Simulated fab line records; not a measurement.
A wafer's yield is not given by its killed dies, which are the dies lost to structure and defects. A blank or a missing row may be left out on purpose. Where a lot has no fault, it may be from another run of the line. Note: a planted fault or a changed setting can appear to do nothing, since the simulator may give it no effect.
Lot-split experiment | flow n5-finfet | 21 wafers read from 7 lots, route of 1938 steps

ON THE SPLIT
At N5_BEOL_M1_PECVD_72 (deposits SiO2 from TEOS/O2, target thk 16 nm, time 18 s), the setting time-s was moved away from the recipe's 18 s on 2 of the 21 wafers read, by -14.7% to +3.8%. The other wafers ran this setting at the recipe's value.

The reading comes from the split's own step.

THE READING
SiO2_of_BEOL_M1_PECVD_72.thk-nm (the simulator's own value, which no gauge read), in nm, at N5_BEOL_M1_PECVD_72 (deposits SiO2 from TEOS/O2, target thk 16 nm, time 18 s). The file does not state a usual value for it. Here, 19 wafers ran the recipe; their average is 16.0 nm with a standard deviation of 0.21 nm.

wafer  | tool, chamber at the split | time-s as run, s | against the recipe | SiO2_of_BEOL_M1_PECVD_72.thk-nm, nm | against lot-mates on the recipe
L074.1 | pecvd-02, 1,2              | 18               | recipe             | 16                                  | -
L074.3 | pecvd-02, 1,2              | 18               | recipe             | 16                                  | -
L074.5 | pecvd-02, 1                | 18               | recipe             | 16.4                                | -
L075.2 | pecvd-01, 1                | 18               | recipe             | 15.6                                | -
L075.3 | pecvd-01, 0                | 18               | recipe             | 15.8                                | -
L075.5 | pecvd-01, 1                | 18               | recipe             | 16                                  | -
L079.2 | pecvd-02, 2                | 18               | recipe             | 15.8                                | -
L079.3 | pecvd-02, 0                | 18               | recipe             | 16                                  | -
L079.4 | pecvd-02, 2                | 18               | recipe             | 16.2                                | -
L080.1 | pecvd-04, 2                | 15.36            | -14.7%             | 13.8                                | -2.5
L080.2 | pecvd-04, 0                | 18               | recipe             | 16.2                                | -
L080.6 | pecvd-04, 2                | 18               | recipe             | 16.4                                | -
L083.1 | pecvd-04, 2,1              | 18               | recipe             | 16                                  | -
L083.6 | pecvd-04, 2,1              | 18               | recipe             | 16                                  | -
L083.3 | pecvd-04, 1                | 18.68            | +3.8%              | 16.6                                | +0.6
L084.1 | pecvd-01, 0,2              | 18               | recipe             | 15.8                                | -
L084.2 | pecvd-01, 0,2              | 18               | recipe             | 15.8                                | -
L084.3 | pecvd-01, 1                | 18               | recipe             | 16                                  | -
L096.1 | pecvd-02, 2,0              | 18               | recipe             | 15.8                                | -
L096.3 | pecvd-02, 2,0              | 18               | recipe             | 15.8                                | -
L096.4 | pecvd-02, 2                | 18               | recipe             | 16.2                                | -
Rows listing several chambers each stand for several wafers; the file does not say which wafer went through which chamber.

THE FIT
A straight line over all 21 wafers: SiO2_of_BEOL_M1_PECVD_72.thk-nm changes by +0.15 nm for each +1% of time-s; r = +0.93; the points scatter about the line by 0.21 nm.
The same after taking each lot's own level away (the mean of its wafers on the recipe; 21 wafers): +0.17 nm for each +1%; r = +0.97; scatter 0.15 nm.
Per that fit: largest time-s move, reading shift of 2.5 nm.
The span of the lots' own levels, 15.80 to 16.30 nm, comes to 2.4 times the standard deviation stated above.
In other words, the slope is changed by the lot-to-lot level; the two fits disagree.
Check: for one of the wafers moved furthest among these (-14.7%), held out of the fit, the line's prediction against its lot-mates is -2.33 nm. It came out at -2.5 nm against them.

OTHER SPLITS ON THESE WAFERS
These wafers also went through other splits before the reading. Each is held against what the fit with the lots' levels taken away leaves over:
other split on the same wafers       | wafers away from the commonest value | r with SiO2_of_BEOL_M1_PECVD_72.thk-nm (lot level and that fit taken away)
N5_MOL_CONTACT_COAG_COAT_76 spin-rpm | 4                                    | -0.01
N5_MOL_CONTACT_COAG_COAT_64 spin-rpm | 5                                    | +0.05
N5_BEOL_M0_SAQP_ETCH_107 bias-w      | 7                                    | -0.20

THE FILE'S OWN FIT
SiO2_of_BEOL_M1_PECVD_72.thk-nm changes by +0.17 nm for each +1% of time-s, r = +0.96.
